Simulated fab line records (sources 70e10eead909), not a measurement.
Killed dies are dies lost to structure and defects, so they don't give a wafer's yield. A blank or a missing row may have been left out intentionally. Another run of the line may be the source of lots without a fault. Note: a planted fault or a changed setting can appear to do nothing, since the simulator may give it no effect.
Chamber matching + flow nandHarc + NHARC_A_STAIRCASE_TRIM_187 on rieDiel-06 has 4 sister chambers
The step chemistry O2, time 211.2 s. 4 wafers are shown with their chamber, then 9 later ones without.

## WAFERS WITH THEIR CHAMBER
| wafer  | chamber | showerheadPlenumPTorr (Torr) |
|--------|---------|------------------------------|
| L078.5 | 3       | 3.42                         |
| L088.4 | 2       | 3.74                         |
| L088.5 | 1       | 3.51                         |
| L088.6 | 0       | 3.38                         |

## WAFERS MISSING THEIR CHAMBER
| wafer  | showerheadPlenumPTorr (Torr) |
|--------|------------------------------|
| L090.2 | 3.74                         |
| L090.4 | 3.38                         |
| L090.6 | 3.40                         |
| L090.1 | 3.51                         |
| L090.3 | 3.40                         |
| L090.5 | 3.74                         |
| L097.2 | 3.37                         |
| L097.3 | 3.73                         |
| L097.6 | 3.73                         |

## WHICH CHAMBER EACH ONE RAN IN
| wafer  | from the rows above     | in truth |
|--------|-------------------------|----------|
| L090.2 | 2                       | 2        |
| L090.4 | 0                       | 0        |
| L090.6 | can't be placed: 0 or 3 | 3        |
| L090.1 | 1                       | 1        |
| L090.3 | can't be placed: 0 or 3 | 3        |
| L090.5 | 2                       | 2        |
| L097.2 | 0                       | 0        |
| L097.3 | 2                       | 2        |
| L097.6 | 2                       | 2        |
Correct placement for 7 of the 9. From these rows, 2 cannot be placed; in 2 the true chamber is one of the candidates. Wrongly placed: 0.
How it was worked out, from the rows above alone: a wafer's distance from a chamber is the root of the sum, over the readings, of the square of ((its reading less the chamber's mean) divided by the reading's scatter). If the next closest chamber is less than 2 further off than the closest, the wafer can't be placed; otherwise it belongs to the closest. A chamber's mean is the mean of its shown wafers. The scatter (one wafer shown for each chamber): square how far every hidden wafer sits from the nearest shown wafer, average those squares and take the square root.
